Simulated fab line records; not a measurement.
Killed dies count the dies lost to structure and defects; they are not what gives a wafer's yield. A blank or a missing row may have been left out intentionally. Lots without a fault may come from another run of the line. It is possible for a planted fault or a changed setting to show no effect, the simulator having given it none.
fab line records | flow n5_finfet | part 1 of 2: steps 1 to 24 of 36
record lots=5 | wafers=15 | last_day=18
route steps=1938 shown PMOS_HMC_CHANNEL_EPI@74 FIN_SAQP@90
lots with no fault: from the same line, run without faults
start_h: hours from the record's first day to the start of the lot's first wafer shown | wait_h: time in hours since the lot's previous step | " identical to the entry in the row above | L1.1+2: several wafers, shown together as one row | - no value, or no start was given | * or withheld: withheld | < > ~ a bound
route shown NAME@n: a module of which the file shows steps, and the number in the route of the first | usual: average and standard deviation across the fault-free wafers | same: alike in all rows | chamber/n: place in a boat | sites: readings site by site | _std_site: their standard deviation | _edge_site: mean of outer sites minus mean of inner sites | radius_mm: how far each site lies from the wafer's centre | mask NAME#n: copy n | behind: tool/chamber where the wafer was last shaped | hold: the reason the lot was held/the length of the hold in hours/how it ended | device: transistor that didn't switch, given as n, p or np | end of line: at the end of the route, the tests of the same wafers | where a step has no rows: the recipe by itself | killed: dies lost to structure and defects at the first sort, not the wafer's yield | map: dies across one wafer; x = killed, . = not, _ = none there
set.NAME: setting as actually run; set.NAME@STEP: the setting as run at that earlier step | model.NAME: the simulator's own value behind a step, which no gauge read
a table for each step, a row for each wafer; lots at some steps of the route
services: the hour from which a tool's chamber was out of use, counted from the record's first day as start_h (under 0 if before that day), plus the number of hours and why
## steps
# step N5_PMOS_HMC_CHANNEL_EPI_FIN_RECESS_16
# recipe chemistry=HBr/Cl2 | target=Si | mask_material=SiO2 | target_depth_a=540 | time_s=18 | pressure_mtorr=10 | icp_w=800 | bias_w=75 | HBr_flow_sccm=150 | Cl2_flow_sccm=80
# usual drypump_motor_current_A=5.6/0.43 | oes_product_au=0.994/0.014 | throttle_valve_pct=35.4/0.38
lot.wafer | tool      | chamber | start_h | wait_h | drypump_motor_current_A | oes_product_au | rf_hours_counter_h | throttle_valve_pct
L076.2    | rie_si-02 | 0       | 29.70   | 0.0    | 5.7                     | 0.990          | 81                 | 35.2
L076.4    | "         | 3       | "       | "      | 5.5                     | 1.010          | 174                | 35.6
L076.5    | "         | 1       | "       | "      | 5.4                     | 1.009          | -                  | 36.0
L081.2    | rie_si-05 | 2       | 59.79   | 0.0    | 6.3                     | 0.980          | 62                 | 34.7
L081.3    | "         | 3       | "       | "      | 5.2                     | 1.011          | 92                 | 35.4
L081.6    | "         | 3       | "       | "      | 5.2                     | 1.015          | -                  | 35.4
L085.1    | rie_si-02 | 0       | 83.91   | 0.0    | 5.7                     | 0.996          | 82                 | 35.2
L085.2    | "         | 2       | "       | "      | 4.9                     | 0.958          | 162                | 35.0
L085.4    | "         | 1       | "       | "      | 5.4                     | 0.990          | 129                | 36.0
L092.1    | rie_si-02 | 3       | 127.51  | 0.0    | 5.5                     | 1.005          | 176                | 35.6
L092.2    | "         | 2       | "       | "      | 4.9                     | 0.966          | 163                | 35.0
L092.5    | "         | 3       | "       | "      | 5.5                     | 1.014          | -                  | 35.6
L097.4    | rie_si-02 | 2       | 155.58  | 0.0    | 4.9                     | 0.968          | 163                | 35.0
L097.5    | "         | 0       | "       | "      | 5.7                     | 0.991          | -                  | 35.2
L097.6    | "         | 1       | "       | "      | 5.4                     | 0.992          | -                  | 36.0
# step N5_PMOS_HMC_CHANNEL_EPI_PRECLEAN_36
# recipe chemistry=O3/DIW | time_s=45 | temp_c=22 | o3_ppm=10
# usual o3_ppm=10.00/0.093
lot.wafer | tool         | chamber | start_h | wait_h | o3_ppm
L076.2    | wet_bench-03 | 3       | 29.80   | 0.1    | 9.89
L076.4    | "            | 6       | "       | "      | 10.01
L076.5    | "            | 1       | "       | "      | 9.97
L081.2    | wet_bench-04 | 2       | 59.89   | 0.1    | 10.11
L081.3    | "            | 3       | "       | "      | 10.01
L081.6    | "            | 6       | "       | "      | 10.15
L085.1    | wet_bench-04 | 6       | 84.00   | 0.1    | 10.00
L085.2    | "            | 4       | "       | "      | 10.24
L085.4    | "            | 2       | "       | "      | 10.03
L092.1    | wet_bench-04 | 1       | 127.60  | 0.1    | 10.14
L092.2    | "            | 0       | "       | "      | 9.97
L092.5    | "            | 6       | "       | "      | 10.00
L097.4    | wet_bench-04 | 3       | 155.68  | 0.1    | 9.96
L097.5    | "            | 2       | "       | "      | 9.91
L097.6    | "            | 0       | "       | "      | 9.93
# step N5_PMOS_HMC_CHANNEL_EPI_PRECLEAN_18
# recipe chemistry=DHF | time_s=30 | temp_c=25 | dilution=withheld
lot.wafer  | tool         | chamber | start_h | wait_h
L076.2+4+5 | wet_bench-03 | 3,6,1   | 29.82   | 0.0
L081.2+3+6 | wet_bench-04 | 2,3,6   | 59.90   | 0.0
L085.1+2+4 | wet_bench-04 | 6,4,2   | 84.02   | 0.0
L092.1+2+5 | wet_bench-04 | 1,0,6   | 127.62  | 0.0
L097.4+5+6 | wet_bench-04 | 3,2,0   | 155.69  | 0.0
# step N5_PMOS_HMC_CHANNEL_EPI_SRD_19
# recipe dry=ipa_marangoni | do_ppb=5 | time_s=30 | temp_c=23 | rinse_liquid=diw
# usual do_ppb=5.00/0.053
lot.wafer | tool         | chamber | start_h | wait_h | do_ppb
L076.2    | wet_bench-03 | 3       | 29.82   | 0.0    | 5.08
L076.4    | "            | 6       | "       | "      | 5.02
L076.5    | "            | 1       | "       | "      | 4.98
L081.2    | wet_bench-04 | 2       | 59.91   | 0.0    | 5.11
L081.3    | "            | 3       | "       | "      | 4.98
L081.6    | "            | 6       | "       | "      | 5.03
L085.1    | wet_bench-04 | 6       | 84.03   | 0.0    | 5.02
L085.2    | "            | 4       | "       | "      | 4.95
L085.4    | "            | 2       | "       | "      | 4.87
L092.1    | wet_bench-04 | 1       | 127.63  | 0.0    | 4.86
L092.2    | "            | 0       | "       | "      | 4.99
L092.5    | "            | 6       | "       | "      | 5.01
L097.4    | wet_bench-04 | 3       | 155.70  | 0.0    | 4.93
L097.5    | "            | 2       | "       | "      | 5.00
L097.6    | "            | 0       | "       | "      | 4.91
# step N5_PMOS_HMC_CHANNEL_EPI_EPI_20
# recipe material=SiGe30 | mask_material=SiO2 | pressure_torr=20 | target_thk_a=590 | temp_c=600
# usual chamber_pressure_Torr=20.00/0.037 | susceptor_temp_C=600.0/0.3
lot.wafer | tool         | chamber | start_h | wait_h | chamber_pressure_Torr | susceptor_temp_C
L076.2    | epi_rpcvd-03 | 0       | 30.07   | 0.2    | 20.04                 | 600.0
L076.4    | "            | 0       | "       | "      | 20.03                 | 599.8
L076.5    | "            | 0       | "       | "      | 20.02                 | 599.6
L081.2    | epi_rpcvd-04 | 0       | 60.22   | 0.3    | 20.00                 | 600.1
L081.3    | "            | 0       | "       | "      | 20.00                 | 600.6
L081.6    | "            | 0       | "       | "      | 19.95                 | 600.4
L085.1    | epi_rpcvd-04 | 0       | 84.08   | 0.0    | 20.03                 | 600.1
L085.2    | "            | 0       | "       | "      | 20.04                 | 600.2
L085.4    | "            | 0       | "       | "      | 20.06                 | 600.1
L092.1    | epi_rpcvd-04 | 0       | 127.68  | 0.0    | 20.01                 | 600.1
L092.2    | "            | 0       | "       | "      | 19.96                 | 599.9
L092.5    | "            | 0       | "       | "      | 20.00                 | 600.1
L097.4    | epi_rpcvd-03 | 0       | 156.35  | 0.6    | 19.92                 | 600.2
L097.5    | "            | 0       | "       | "      | 20.04                 | 599.9
L097.6    | "            | 0       | "       | "      | 19.98                 | 599.5
# step N5_PMOS_HMC_CHANNEL_EPI_HM_STRIP_35
# recipe chemistry=dHF | temp_c=25 | material=SiO2 | target=SiO2 | target_depth_a=396 | time_s=216
lot.wafer  | tool         | chamber | start_h | wait_h
L076.2+4+5 | wet_bench-06 | 3,6,5   | 31.11   | 0.8
L081.2+3+6 | wet_bench-03 | 3,2,7   | 61.59   | 1.1
L085.1+2+4 | wet_bench-06 | 1,2,0   | 85.31   | 1.0
L092.1+2+5 | wet_bench-04 | 2,6,3   | 128.91  | 1.0
L097.4+5+6 | wet_bench-06 | 5,4,2   | 156.99  | 0.4
# step N5_PMOS_HMC_CHANNEL_EPI_SRD_39
# recipe dry=ipa_marangoni | time_s=30 | temp_c=23 | rinse_liquid=diw
lot.wafer  | tool         | chamber | start_h | wait_h
L076.2+4+5 | wet_bench-06 | 3,6,5   | 31.17   | 0.0
L081.2+3+6 | wet_bench-03 | 3,2,7   | 61.65   | 0.0
L085.1+2+4 | wet_bench-06 | 1,2,0   | 85.37   | 0.0
L092.1+2+5 | wet_bench-04 | 2,6,3   | 128.97  | 0.0
L097.4+5+6 | wet_bench-06 | 5,4,2   | 157.05  | 0.0
# step N5_PMOS_HMC_CHANNEL_EPI_CMP_21
# recipe material=SiGe30 | post_cmp_clean=alkaline_brush | target_thk_nm=54
# usual motor_current_A=12.0/1.4
lot.wafer | tool   | chamber | start_h | wait_h | motor_current_A
L076.4    | cmp-03 | 2       | 31.21   | 0.0    | 10.0
L076.2    | "      | 0       | "       | "      | 11.8
L076.5    | "      | 3       | "       | "      | 11.9
L081.2    | cmp-02 | 3       | 61.77   | 0.1    | 11.9
L081.3    | "      | 0       | "       | "      | 12.1
L081.6    | "      | 1       | "       | "      | 11.5
L085.4    | cmp-02 | 3       | 85.41   | 0.0    | 11.7
L085.2    | "      | 1       | "       | "      | 11.6
L085.1    | "      | 2       | "       | "      | 14.7
L092.2    | cmp-04 | 0       | 129.01  | 0.0    | 13.9
L092.1    | "      | 1       | "       | "      | 11.5
L092.5    | "      | 0       | "       | "      | 13.4
L097.4    | cmp-03 | 1       | 157.13  | 0.1    | 11.4
L097.5    | "      | 0       | "       | "      | 12.8
L097.6    | "      | 1       | "       | "      | 11.2
# step N5_PMOS_HMC_CHANNEL_EPI_THK_MEAS_22
# recipe reads=SiGe30_of_PMOS_HMC_CHANNEL_EPI_EPI_20
# usual HMC_CMP_THK=53.7/0.78
lot.wafer | tool          | chamber | start_h | wait_h | HMC_CMP_THK[nm]
L076.2    | film_metro-01 | -       | 31.50   | -      | 54.1
L076.4    | "             | -       | "       | "      | 54.3
L076.5    | "             | -       | "       | "      | 53.6
L081.2    | film_metro-02 | -       | 61.99   | -      | 53.0
L081.3    | "             | -       | "       | "      | 54.8
L081.6    | "             | -       | "       | "      | 55.3
L085.1    | film_metro-02 | -       | 85.71   | -      | 54.7
L085.2    | "             | -       | "       | "      | 52.6
L085.4    | "             | -       | "       | "      | 53.1
L092.1    | film_metro-02 | -       | 129.31  | -      | 54.3
L092.2    | "             | -       | "       | "      | 52.5
L092.5    | "             | -       | "       | "      | 54.7
L097.4    | film_metro-02 | -       | 157.39  | -      | 52.9
L097.5    | "             | -       | "       | "      | 53.6
L097.6    | "             | -       | "       | "      | 53.2
# step N5_PMOS_HMC_CHANNEL_EPI_PRECLEAN_40
# recipe chemistry=DHF | time_s=30 | temp_c=25 | dilution=withheld
lot.wafer  | tool         | chamber | start_h | wait_h
L076.2+4+5 | wet_bench-06 | 3,7,5   | 31.53   | 0.0
L081.2+3+6 | wet_bench-03 | 0,4,1   | 62.01   | 0.0
L085.1+2+4 | wet_bench-03 | 2,6,7   | 85.74   | 0.0
L092.1+2+5 | wet_bench-04 | 2,1,0   | 129.33  | 0.0
L097.4+5+6 | wet_bench-06 | 4,5,2   | 157.41  | 0.0
# step N5_PMOS_HMC_CHANNEL_EPI_PRECLEAN_37
# recipe chemistry=O3/DIW | time_s=45 | temp_c=22 | o3_ppm=10
# usual o3_ppm=9.99/0.096
lot.wafer | tool         | chamber | start_h | wait_h | o3_ppm
L076.2    | wet_bench-06 | 3       | 31.54   | 0.0    | 9.98
L076.4    | "            | 7       | "       | "      | 9.91
L076.5    | "            | 5       | "       | "      | 10.01
L081.2    | wet_bench-03 | 0       | 62.03   | 0.0    | 9.96
L081.3    | "            | 4       | "       | "      | 10.03
L081.6    | "            | 1       | "       | "      | 9.99
L085.1    | wet_bench-03 | 2       | 85.75   | 0.0    | 10.14
L085.2    | "            | 6       | "       | "      | 9.91
L085.4    | "            | 7       | "       | "      | 10.08
L092.1    | wet_bench-04 | 2       | 129.35  | 0.0    | 10.01
L092.2    | "            | 1       | "       | "      | 9.97
L092.5    | "            | 0       | "       | "      | 9.97
L097.4    | wet_bench-06 | 4       | 157.42  | 0.0    | 9.95
L097.5    | "            | 5       | "       | "      | 10.06
L097.6    | "            | 2       | "       | "      | 10.06
# step N5_PMOS_HMC_CHANNEL_EPI_PRECLEAN_24
# recipe chemistry=DHF | time_s=30 | temp_c=25 | dilution=withheld
lot.wafer  | tool         | chamber | start_h | wait_h
L076.2+4+5 | wet_bench-06 | 3,7,5   | 31.55   | 0.0
L081.2+3+6 | wet_bench-03 | 0,4,1   | 62.04   | 0.0
L085.1+2+4 | wet_bench-03 | 2,6,7   | 85.76   | 0.0
L092.1+2+5 | wet_bench-04 | 2,1,0   | 129.36  | 0.0
L097.4+5+6 | wet_bench-06 | 4,5,2   | 157.44  | 0.0
# step N5_PMOS_HMC_CHANNEL_EPI_SRD_25
# recipe dry=ipa_marangoni | do_ppb=5 | time_s=30 | temp_c=23 | rinse_liquid=diw
# usual do_ppb=5.00/0.053
lot.wafer | tool         | chamber | start_h | wait_h | do_ppb
L076.2    | wet_bench-06 | 3       | 31.56   | 0.0    | 5.05
L076.4    | "            | 7       | "       | "      | 5.01
L076.5    | "            | 5       | "       | "      | 4.96
L081.2    | wet_bench-03 | 0       | 62.05   | 0.0    | 5.00
L081.3    | "            | 4       | "       | "      | 5.06
L081.6    | "            | 1       | "       | "      | 4.93
L085.1    | wet_bench-03 | 2       | 85.77   | 0.0    | 4.93
L085.2    | "            | 6       | "       | "      | 5.05
L085.4    | "            | 7       | "       | "      | 5.06
L092.1    | wet_bench-04 | 2       | 129.37  | 0.0    | 5.10
L092.2    | "            | 1       | "       | "      | 5.09
L092.5    | "            | 0       | "       | "      | 4.95
L097.4    | wet_bench-06 | 4       | 157.44  | 0.0    | 4.92
L097.5    | "            | 5       | "       | "      | 4.91
L097.6    | "            | 2       | "       | "      | 5.10
# step N5_PMOS_HMC_CHANNEL_EPI_EPI_26
# recipe material=Si | target_thk_a=38 | temp_c=650 | precursor=SiH4/H2 | pressure_torr=20 | time_s=22.7
# usual chamber_pressure_Torr=20.00/0.042 | susceptor_temp_C=649.97/0.27 | throttle_valve_pct=11.19/0.17
lot.wafer | tool         | chamber | start_h | wait_h | chamber_pressure_Torr | susceptor_temp_C | throttle_valve_pct
L076.2    | epi_rpcvd-03 | 0       | 31.66   | 0.1    | 19.95                 | 649.96           | 11.53
L076.4    | "            | 0       | "       | "      | 20.05                 | 650.10           | 11.12
L076.5    | "            | 0       | "       | "      | 20.08                 | 650.22           | 11.33
L081.2    | epi_rpcvd-03 | 0       | 62.15   | 0.1    | 19.97                 | 650.01           | 11.21
L081.3    | "            | 0       | "       | "      | 20.07                 | 650.06           | 11.36
L081.6    | "            | 0       | "       | "      | 20.00                 | 650.30           | 11.38
L085.1    | epi_rpcvd-03 | 0       | 85.82   | 0.0    | 20.04                 | 650.41           | 11.32
L085.2    | "            | 0       | "       | "      | 19.99                 | 650.11           | 11.29
L085.4    | "            | 0       | "       | "      | 19.99                 | 649.55           | 11.35
L092.1    | epi_rpcvd-03 | 0       | 129.42  | 0.0    | 20.02                 | 650.25           | 11.29
L092.2    | "            | 0       | "       | "      | 20.10                 | 650.26           | 11.33
L092.5    | "            | 0       | "       | "      | 20.07                 | 650.28           | 11.61
L097.4    | epi_rpcvd-03 | 0       | 157.64  | 0.2    | 19.99                 | 649.74           | 11.30
L097.5    | "            | 0       | "       | "      | 20.04                 | 649.87           | 11.56
L097.6    | "            | 0       | "       | "      | 20.04                 | 649.99           | 11.30
# step N5_PMOS_HMC_CHANNEL_EPI_INSPECT_30
# recipe inspect_instrument=darkfield | mode=post_epi
# usual raw_defect_count=20/7.4
lot.wafer | tool              | chamber | start_h | wait_h | raw_defect_count
L076.2    | defect_inspect-02 | -       | 31.99   | 0.0    | 28
L076.4    | "                 | -       | "       | "      | 27
L076.5    | "                 | -       | "       | "      | 20
L081.2    | defect_inspect-01 | -       | 62.47   | 0.0    | 24
L081.3    | "                 | -       | "       | "      | 22
L081.6    | "                 | -       | "       | "      | 16
L085.1    | defect_inspect-02 | -       | 86.19   | 0.0    | 26
L085.2    | "                 | -       | "       | "      | 29
L085.4    | "                 | -       | "       | "      | 8
L092.1    | defect_inspect-01 | -       | 129.89  | 0.0    | 27
L092.2    | "                 | -       | "       | "      | 23
L092.5    | "                 | -       | "       | "      | 19
L097.4    | defect_inspect-01 | -       | 157.87  | 0.0    | 19
L097.5    | "                 | -       | "       | "      | 27
L097.6    | "                 | -       | "       | "      | 24
# step N5_FIN_SAQP_PRECLEAN_42
# recipe chemistry=O3/DIW | time_s=60 | temp_c=22 | o3_ppm=10
# usual o3_ppm=10.01/0.11
lot.wafer | tool         | chamber | start_h | wait_h | o3_ppm
L076.2    | wet_bench-01 | 7       | 32.02   | 0.0    | 10.05
L076.4    | "            | 5       | "       | "      | 9.96
L076.5    | "            | 2       | "       | "      | 10.07
L081.2    | wet_bench-02 | 6       | 62.49   | 0.0    | 9.96
L081.3    | "            | 5       | "       | "      | 10.09
L081.6    | "            | 0       | "       | "      | 10.16
L085.1    | wet_bench-02 | 2       | 86.22   | 0.0    | 9.98
L085.2    | "            | 0       | "       | "      | 9.91
L085.4    | "            | 4       | "       | "      | 10.00
L092.1    | wet_bench-01 | 0       | 129.91  | 0.0    | 10.05
L092.2    | "            | 4       | "       | "      | 10.03
L092.5    | "            | 2       | "       | "      | 9.89
L097.4    | wet_bench-05 | 3       | 157.89  | 0.0    | 9.95
L097.5    | "            | 1       | "       | "      | 10.19
L097.6    | "            | 0       | "       | "      | 10.21
# step N5_FIN_SAQP_PRECLEAN_00
# recipe chemistry=SC1 | time_s=60 | temp_c=55 | mix=1:2:50
lot.wafer  | tool         | chamber | start_h | wait_h
L076.2+4+5 | wet_bench-01 | 7,5,2   | 32.03   | 0.0
L081.2+3+6 | wet_bench-02 | 6,5,0   | 62.51   | 0.0
L085.1+2+4 | wet_bench-02 | 2,0,4   | 86.23   | 0.0
L092.1+2+5 | wet_bench-01 | 0,4,2   | 129.93  | 0.0
L097.4+5+6 | wet_bench-05 | 3,1,0   | 157.91  | 0.0
# step N5_FIN_SAQP_PRECLEAN_44
# recipe chemistry=SC2 | time_s=45 | temp_c=35 | mix=1:1:50
lot.wafer  | tool         | chamber | start_h | wait_h
L076.2+4+5 | wet_bench-01 | 7,5,2   | 32.05   | 0.0
L081.2+3+6 | wet_bench-02 | 6,5,0   | 62.53   | 0.0
L085.1+2+4 | wet_bench-02 | 2,0,4   | 86.25   | 0.0
L092.1+2+5 | wet_bench-01 | 0,4,2   | 129.95  | 0.0
L097.4+5+6 | wet_bench-05 | 3,1,0   | 157.93  | 0.0
# step N5_FIN_SAQP_SRD_01
# recipe dry=ipa_marangoni | time_s=30 | temp_c=23 | rinse_liquid=diw
lot.wafer  | tool         | chamber | start_h | wait_h
L076.2+4+5 | wet_bench-01 | 7,5,2   | 32.06   | 0.0
L081.2+3+6 | wet_bench-02 | 6,5,0   | 62.54   | 0.0
L085.1+2+4 | wet_bench-02 | 2,0,4   | 86.26   | 0.0
L092.1+2+5 | wet_bench-01 | 0,4,2   | 129.96  | 0.0
L097.4+5+6 | wet_bench-05 | 3,1,0   | 157.94  | 0.0
# step N5_FIN_SAQP_ALD_61
# recipe material=SiO2 | target_thk_a=40 | temp_c=300 | ald_precursor_family=BDEAS | ald_co_reactant=O2-plasma | pulse_time_s=1 | purge_time_s=2 | co_reactant_purge_time_s=2 | ald_cycles=43 | pressure_torr=2
# usual chamber_pressure_Torr=2.000/0.0046 | heater_power_w=463/56 | precursor_pulse_height_rel=0.999/0.018 | susceptor_temp_C=299.98/0.2
# same pulse_time_s=1
lot.wafer | tool       | chamber | start_h | wait_h | chamber_pressure_Torr | heater_power_w | precursor_pulse_height_rel | susceptor_temp_C
L076.2    | ald_sin-04 | 1       | 32.11   | 0.0    | 2.000                 | 570            | 0.996                      | 300.11
L076.4    | "          | 2       | "       | "      | 1.989                 | 550            | 1.034                      | 299.77
L076.5    | "          | 1       | "       | "      | 1.999                 | 564            | 1.003                      | 300.00
L081.2    | ald_sin-02 | 3       | 62.60   | 0.0    | 1.994                 | 408            | 0.986                      | 300.13
L081.3    | "          | 2       | "       | "      | 2.007                 | 422            | 0.983                      | 299.95
L081.6    | "          | 0       | "       | "      | 2.004                 | 520            | 0.981                      | 299.79
L085.1    | ald_sin-03 | 2       | 86.31   | 0.0    | 1.997                 | 396            | 0.979                      | 300.08
L085.2    | "          | 1       | "       | "      | 2.005                 | 512            | 1.008                      | 300.13
L085.4    | "          | 3       | "       | "      | 1.994                 | 452            | 0.979                      | 300.15
L092.1    | ald_sin-04 | 0       | 130.01  | 0.0    | 2.004                 | 433            | 0.980                      | 300.25
L092.2    | "          | 3       | "       | "      | 2.000                 | 442            | 0.982                      | 300.00
L092.5    | "          | 1       | "       | "      | 1.995                 | 568            | 0.985                      | 299.85
L097.4    | ald_sin-04 | 3       | 158.07  | 0.1    | 1.990                 | 439            | 0.992                      | 300.40
L097.5    | "          | 0       | "       | "      | 1.998                 | 442            | 1.007                      | 299.96
L097.6    | "          | 1       | "       | "      | 2.006                 | 557            | 0.988                      | 299.24
# step N5_FIN_SAQP_DENSIFY_62
# recipe temp_c=700 | time_s=60 | ambient=N2 | idle_temp_c=600 | ramp_up_c_per_s=150 | ramp_down_c_per_s=60 | cool_to_c=600
# usual lamp_power_pct=9.85/0.051 | lamp_zone_6_pct=9.770/0.0098 | wafer_temp_C_max=703.4/0.7
lot.wafer | tool          | chamber | start_h | wait_h | lamp_power_pct | lamp_zone_6_pct | wafer_temp_C_max
L076.2    | rtp_anneal-02 | 0       | 32.34   | 0.1    | 9.80           | 9.768           | 703.1
L076.4    | "             | 0       | "       | "      | 9.91           | 9.751           | 703.5
L076.5    | "             | 0       | "       | "      | 9.82           | 9.784           | 703.1
L081.2    | rtp_anneal-01 | 0       | 62.83   | 0.1    | 9.83           | 9.757           | 702.7
L081.3    | "             | 0       | "       | "      | 9.77           | 9.775           | 703.2
L081.6    | "             | 0       | "       | "      | 9.88           | 9.770           | 703.4
L085.1    | rtp_anneal-01 | 0       | 86.51   | 0.1    | 9.85           | 9.787           | 704.0
L085.2    | "             | 0       | "       | "      | 9.90           | 9.771           | 703.3
L085.4    | "             | 0       | "       | "      | 9.81           | 9.790           | 703.0
L092.1    | rtp_anneal-01 | 0       | 130.53  | 0.4    | 9.89           | 9.759           | 703.4
L092.2    | "             | 0       | "       | "      | 9.86           | 9.785           | 702.5
L092.5    | "             | 0       | "       | "      | 9.87           | 9.764           | 702.1
L097.4    | rtp_anneal-01 | 0       | 158.35  | 0.2    | 9.78           | 9.765           | 703.8
L097.5    | "             | 0       | "       | "      | 9.91           | 9.775           | 703.2
L097.6    | "             | 0       | "       | "      | 9.82           | 9.777           | 703.8
# step N5_FIN_SAQP_HM_DEP_03
# recipe material=SiNx | target_thk_a=380 | temp_c=400 | precursor=SiH4/NH3/N2 | pressure_torr=1.5 | rf_w=300 | time_s=33.6
# usual chamber_pressure_Torr=1.500/0.0033 | heater_power_w=757/96 | showerhead_plenum_p_Torr=5.12/0.073 | susceptor_temp_C=399.98/0.25 | throttle_valve_pct=40/3.3
lot.wafer | tool     | chamber | start_h | wait_h | chamber_pressure_Torr | heater_power_w | showerhead_plenum_p_Torr | susceptor_temp_C | throttle_valve_pct
L076.2    | pecvd-01 | 2       | 32.54   | 0.2    | 1.502                 | 747            | 5.29                     | 400.01           | 40
L076.4    | "        | 0       | "       | "      | 1.509                 | 680            | 5.04                     | 400.21           | 38
L076.5    | "        | 1       | "       | "      | 1.497                 | 842            | 5.05                     | 400.23           | 47
L081.2    | pecvd-01 | 1       | 63.01   | 0.2    | 1.494                 | 844            | 5.05                     | 399.74           | 47
L081.3    | "        | 2       | "       | "      | 1.503                 | 815            | 5.25                     | 400.09           | 40
L081.6    | "        | 0       | "       | "      | 1.499                 | 779            | 5.04                     | 399.88           | 38
L085.1    | pecvd-01 | 1       | 86.73   | 0.2    | 1.502                 | 875            | 5.06                     | 400.00           | 47
L085.2    | "        | 0       | "       | "      | 1.501                 | 754            | 5.05                     | 399.99           | 39
L085.4    | "        | 0       | "       | "      | 1.503                 | 775            | 5.05                     | 399.73           | 39
L092.1    | pecvd-01 | 0       | 130.92  | 0.3    | 1.501                 | 725            | 5.06                     | 400.07           | 38
L092.2    | "        | 1       | "       | "      | 1.501                 | 826            | 5.06                     | 400.12           | 46
L092.5    | "        | 2       | "       | "      | 1.498                 | 798            | 5.24                     | 400.02           | 40
L097.4    | pecvd-03 | 2       | 158.50  | 0.1    | 1.501                 | 611            | 5.20                     | 399.87           | 37
L097.5    | "        | 1       | "       | "      | 1.500                 | 592            | 5.10                     | 399.73           | 39
L097.6    | "        | 0       | "       | "      | 1.496                 | 968            | 5.08                     | 400.00           | 42
# step N5_FIN_SAQP_THK_MEAS_05
# usual thk_nm=38.1/0.52
lot.wafer | tool          | chamber | start_h | wait_h | thk_nm
L076.2    | film_metro-01 | -       | 32.63   | 0.1    | 37.5
L076.4    | "             | -       | "       | "      | 39.4
L076.5    | "             | -       | "       | "      | 38.8
L081.2    | film_metro-02 | -       | 63.10   | 0.1    | 38.1
L081.3    | "             | -       | "       | "      | 37.2
L081.6    | "             | -       | "       | "      | 38.6
L085.1    | film_metro-02 | -       | 86.81   | 0.1    | 37.8
L085.2    | "             | -       | "       | "      | 38.3
L085.4    | "             | -       | "       | "      | 38.8
L092.1    | film_metro-02 | -       | 131.01  | 0.1    | 37.8
L092.2    | "             | -       | "       | "      | 37.8
L092.5    | "             | -       | "       | "      | 38.0
L097.4    | film_metro-02 | -       | 158.56  | 0.0    | 38.6
L097.5    | "             | -       | "       | "      | 37.8
L097.6    | "             | -       | "       | "      | 37.8
# step N5_FIN_SAQP_PECVD_47
# recipe material=a-Si | target_thk_a=450 | temp_c=400 | precursor=SiH4/He | pressure_torr=3 | rf_w=100 | time_s=36.3
# usual chamber_pressure_Torr=3.000/0.0061 | heater_power_w=827/110 | showerhead_plenum_p_Torr=5.65/0.045 | susceptor_temp_C=399.98/0.21 | throttle_valve_pct=18.2/1.3
lot.wafer | tool     | chamber | start_h | wait_h | chamber_pressure_Torr | heater_power_w | showerhead_plenum_p_Torr | susceptor_temp_C | throttle_valve_pct
L076.2    | pecvd-04 | 0       | 32.67   | 0.0    | 2.989                 | 868            | 5.67                     | 399.74           | 19.2
L076.4    | "        | 1       | "       | "      | 3.006                 | 882            | 5.63                     | 399.91           | 17.5
L076.5    | "        | 2       | "       | "      | 3.017                 | 803            | 5.64                     | 400.18           | 16.3
L081.2    | pecvd-04 | 2       | 63.14   | 0.0    | 2.996                 | 760            | 5.64                     | 399.87           | 16.4
L081.3    | "        | 1       | "       | "      | 2.997                 | 908            | 5.64                     | 399.95           | 17.9
L081.6    | "        | 2       | "       | "      | 2.994                 | 794            | 5.64                     | 399.90           | 16.4
L085.1    | pecvd-04 | 0       | 86.85   | 0.0    | 3.002                 | 912            | 5.67                     | 400.23           | 19.1
L085.2    | "        | 1       | "       | "      | 2.996                 | 836            | 5.65                     | 400.10           | 17.7
L085.4    | "        | 0       | "       | "      | 3.007                 | 916            | 5.66                     | 400.20           | 19.1
L092.1    | pecvd-04 | 1       | 131.04  | 0.0    | 3.005                 | 834            | 5.64                     | 400.04           | 17.6
L092.2    | "        | 2       | "       | "      | 3.001                 | 751            | 5.64                     | 400.22           | 16.7
L092.5    | "        | 0       | "       | "      | 2.994                 | 960            | 5.65                     | 399.84           | 19.3
L097.4    | pecvd-04 | 2       | 158.62  | 0.1    | 3.013                 | 720            | 5.63                     | 399.73           | 16.8
L097.5    | "        | 0       | "       | "      | 2.998                 | 930            | 5.67                     | 399.94           | 19.1
L097.6    | "        | 1       | "       | "      | 3.010                 | 873            | 5.64                     | 399.88           | 17.7
